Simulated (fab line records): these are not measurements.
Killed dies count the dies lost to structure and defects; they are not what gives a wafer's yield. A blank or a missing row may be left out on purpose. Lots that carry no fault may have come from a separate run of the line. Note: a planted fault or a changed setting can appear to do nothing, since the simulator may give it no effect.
Matching of chambers || flow n5Finfet || N5_STI_FIN_REVEAL_ALD_00 on aldSin-04 has 4 sister chambers
The step deposits SiO2, target thk 1 nm, pulse time 1 s. 14 wafers are shown with their chamber, then 7 later ones without.

## WAFERS PAIRED WITH THEIR CHAMBERS
{"wafer": "L080.2", "chamber": 2, "heaterPowerW (W)": 393, "heaterPowerOuterW (W)": 227, "precursorPulseHeightRel": 0.988}
{"wafer": "L080.4", "chamber": 0, "heaterPowerW (W)": 451, "heaterPowerOuterW (W)": 229, "precursorPulseHeightRel": 1.031}
{"wafer": "L080.5", "chamber": 2, "heaterPowerW (W)": 403, "heaterPowerOuterW (W)": 221, "precursorPulseHeightRel": 1.042}
{"wafer": "L081.1", "chamber": 2, "heaterPowerW (W)": 393, "heaterPowerOuterW (W)": 226, "precursorPulseHeightRel": 0.980}
{"wafer": "L081.5", "chamber": 1, "heaterPowerW (W)": 392, "heaterPowerOuterW (W)": 211, "precursorPulseHeightRel": 0.972}
{"wafer": "L081.6", "chamber": 2, "heaterPowerW (W)": 404, "heaterPowerOuterW (W)": 220, "precursorPulseHeightRel": 0.972}
{"wafer": "L082.1", "chamber": 3, "heaterPowerW (W)": 431, "heaterPowerOuterW (W)": 230, "precursorPulseHeightRel": 0.969}
{"wafer": "L082.4", "chamber": 2, "heaterPowerW (W)": 395, "heaterPowerOuterW (W)": 231, "precursorPulseHeightRel": 1.004}
{"wafer": "L082.6", "chamber": 2, "heaterPowerW (W)": 392, "heaterPowerOuterW (W)": 232, "precursorPulseHeightRel": 1.001}
{"wafer": "L088.3", "chamber": 3, "heaterPowerW (W)": 449, "heaterPowerOuterW (W)": 233, "precursorPulseHeightRel": 1.006}
{"wafer": "L088.4", "chamber": 1, "heaterPowerW (W)": 391, "heaterPowerOuterW (W)": 219, "precursorPulseHeightRel": 0.994}
{"wafer": "L088.6", "chamber": 1, "heaterPowerW (W)": 386, "heaterPowerOuterW (W)": 215, "precursorPulseHeightRel": 1.006}
{"wafer": "L091.1", "chamber": 2, "heaterPowerW (W)": 405, "heaterPowerOuterW (W)": 223, "precursorPulseHeightRel": 1.018}
{"wafer": "L091.4", "chamber": 1, "heaterPowerW (W)": 398, "heaterPowerOuterW (W)": 221, "precursorPulseHeightRel": 1.026}

SIGNATURES, as means of the wafers listed above
{"reading": "heaterPowerW", "chamber 0": 451.00, "chamber 1": 391.75, "chamber 2": 397.86, "chamber 3": 440.00, "scatter within a chamber": 6.63}
{"reading": "heaterPowerOuterW", "chamber 0": 229.00, "chamber 1": 216.50, "chamber 2": 225.71, "chamber 3": 231.50, "scatter within a chamber": 4.42}
{"reading": "precursorPulseHeightRel", "chamber 0": 1.03100, "chamber 1": 0.99950, "chamber 2": 1.00071, "chamber 3": 0.98750, "scatter within a chamber": 0.0238}
Rule: a wafer's distance from a chamber is the root of the sum, over the readings, of the square of ((its reading less the chamber's mean) divided by the reading's scatter). The wafer belongs to the nearest chamber; if the next one is less than 2 further off, it can't be placed. The scatter: take each reading less its chamber's mean, square it, sum over the shown wafers, divide by the number of wafers less the number of chambers, and take the root.

## WAFERS MISSING THEIR CHAMBER
{"wafer": "L091.5", "heaterPowerW (W)": 452, "heaterPowerOuterW (W)": 232, "precursorPulseHeightRel": 0.991}
{"wafer": "L092.1", "heaterPowerW (W)": 459, "heaterPowerOuterW (W)": 233, "precursorPulseHeightRel": 0.989}
{"wafer": "L092.2", "heaterPowerW (W)": 396, "heaterPowerOuterW (W)": 212, "precursorPulseHeightRel": 1.049}
{"wafer": "L092.5", "heaterPowerW (W)": 399, "heaterPowerOuterW (W)": 231, "precursorPulseHeightRel": 0.993}
{"wafer": "L096.1", "heaterPowerW (W)": 462, "heaterPowerOuterW (W)": 230, "precursorPulseHeightRel": 1.025}
{"wafer": "L096.4", "heaterPowerW (W)": 402, "heaterPowerOuterW (W)": 213, "precursorPulseHeightRel": 0.982}
{"wafer": "L096.5", "heaterPowerW (W)": 407, "heaterPowerOuterW (W)": 233, "precursorPulseHeightRel": 0.988}

## THE CHAMBER EACH PASSED THROUGH
{"wafer": "L091.5", "from the rows above": "can't be placed: 3 or 0", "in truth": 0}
{"wafer": "L092.1", "from the rows above": "can't be placed: 0 or 3", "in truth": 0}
{"wafer": "L092.2", "from the rows above": "can't be placed: 1 or 2", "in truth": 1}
{"wafer": "L092.5", "from the rows above": 2, "in truth": 2}
{"wafer": "L096.1", "from the rows above": "can't be placed: 0 or 3", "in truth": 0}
{"wafer": "L096.4", "from the rows above": "can't be placed: 1 or 2", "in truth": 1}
{"wafer": "L096.5", "from the rows above": 2, "in truth": 2}
Correct placement for 2 of the 7. Unplaceable from these rows: 5, with the true chamber sitting among the candidates in 5. Wrongly placed: 0.
